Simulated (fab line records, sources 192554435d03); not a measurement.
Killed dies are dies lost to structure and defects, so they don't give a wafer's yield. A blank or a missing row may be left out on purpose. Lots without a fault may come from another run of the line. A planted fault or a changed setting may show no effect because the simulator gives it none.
Chamber matching | flow n5_finfet | N5_BEOL_M0_SAQP_ETCH_102 on rie_si-06: 4 sister chambers
The step etches SiO2 in CF4, target depth 4 nm, time 4.4 s. 4 wafers are shown with their chamber, then 8 later ones without.

WAFERS WITH THEIR CHAMBER
wafer  | chamber | drypump_motor_current_A (A)
L080.1 | 2       | 5.7
L080.4 | 3       | 4.9
L080.5 | 1       | 6.1
L084.2 | 0       | 6.2

WAFERS WITHOUT THEIR CHAMBER
wafer  | drypump_motor_current_A (A)
L084.3 | 6.1
L084.6 | 4.9
L091.2 | 6.1
L091.5 | 6.1
L091.6 | 6.2
L093.2 | 5.6
L093.3 | 5.0
L093.4 | 6.1

WHICH CHAMBER EACH WENT THROUGH
wafer  | from the rows above | in truth
L084.3 | 1                   | 1
L084.6 | 3                   | 3
L091.2 | 1                   | 1
L091.5 | 1                   | 1
L091.6 | 0                   | 0
L093.2 | 2                   | 2
L093.3 | 3                   | 3
L093.4 | 1                   | 1
Placed correctly: 8 of 8. Can't be placed from these rows: 0. Placed wrongly: 0.
How it was worked out, from the rows above alone: a wafer's distance from a chamber is the root of the sum, over the readings, of the square of ((its reading less the chamber's mean) divided by the reading's scatter). The wafer belongs to the nearest chamber; if the next one is less than 2 further off, it can't be placed. A chamber's mean is the mean of its shown wafers. The scatter: with one shown wafer a chamber, the root of the mean of the squares of how far each hidden wafer lies from its nearest shown one.
